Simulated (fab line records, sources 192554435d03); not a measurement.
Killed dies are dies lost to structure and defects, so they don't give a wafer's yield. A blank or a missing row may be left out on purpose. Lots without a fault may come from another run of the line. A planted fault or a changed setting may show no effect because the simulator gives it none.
Chamber matching | flow n5_finfet | N5_BEOL_M5_ETCH_61 on rie_diel-05: 4 sister chambers
The step etches SiARC in CF4, target depth 15.6 nm, time 26 s. 14 wafers are shown with their chamber, then 6 later ones without.

WAFERS WITH THEIR CHAMBER
wafer  | chamber | showerhead_plenum_p_Torr (Torr) | throttle_valve_pct (%) | oes_product_au (a.u.)
L279.1 | 3       | 2.22                            | 15.79                  | 0.65
L279.4 | 3       | 2.22                            | 15.77                  | 0.64
L279.6 | 2       | 2.21                            | 15.67                  | 0.79
L281.3 | 2       | 2.21                            | 15.67                  | 0.80
L281.4 | 2       | 2.21                            | 15.68                  | 0.79
L281.6 | 3       | 2.22                            | 15.77                  | 0.65
L283.1 | 3       | 2.22                            | 15.79                  | 0.64
L283.4 | 2       | 2.21                            | 15.70                  | 0.78
L283.6 | 1       | 2.19                            | 15.09                  | 0.85
L286.1 | 0       | 2.07                            | 15.69                  | 0.62
L286.3 | 1       | 2.18                            | 15.10                  | 0.82
L291.1 | 3       | 2.21                            | 15.84                  | 0.62
L291.4 | 0       | 2.06                            | 15.73                  | 0.61
L291.5 | 1       | 2.18                            | 15.14                  | 0.78

SIGNATURES (means of the wafers above)
reading                  | chamber 0 | chamber 1 | chamber 2 | chamber 3 | scatter within a chamber
showerhead_plenum_p_Torr | 2.0650    | 2.1833    | 2.2100    | 2.2180    | 0.00443
throttle_valve_pct       | 15.7100   | 15.1100   | 15.6800   | 15.7920   | 0.0247
oes_product_au           | 0.6150    | 0.8167    | 0.7900    | 0.6400    | 0.0182
Rule: a wafer's distance from a chamber is the root of the sum, over the readings, of the square of ((its reading less the chamber's mean) divided by the reading's scatter). The wafer belongs to the nearest chamber; if the next one is less than 2 further off, it can't be placed. The scatter: the root of (the sum of the squares of (reading less its chamber's mean) over the shown wafers, divided by (wafers less chambers)).

WAFERS WITHOUT THEIR CHAMBER
wafer  | showerhead_plenum_p_Torr (Torr) | throttle_valve_pct (%) | oes_product_au (a.u.)
L301.1 | 2.19                            | 15.79                  | 0.71
L301.3 | 2.17                            | 15.16                  | 0.76
L301.4 | 2.06                            | 15.75                  | 0.60
L302.2 | 2.21                            | 15.88                  | 0.61
L302.4 | 2.19                            | 15.77                  | 0.71
L302.6 | 2.19                            | 15.76                  | 0.70

WHICH CHAMBER EACH WENT THROUGH
wafer  | from the rows above     | in truth
L301.1 | can't be placed: 3 or 2 | 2
L301.3 | 1                       | 1
L301.4 | 0                       | 0
L302.2 | 3                       | 3
L302.4 | can't be placed: 2 or 3 | 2
L302.6 | can't be placed: 3 or 2 | 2
Placed correctly: 3 of 6. Can't be placed from these rows: 3 (the true chamber is among the candidates in 3). Placed wrongly: 0.
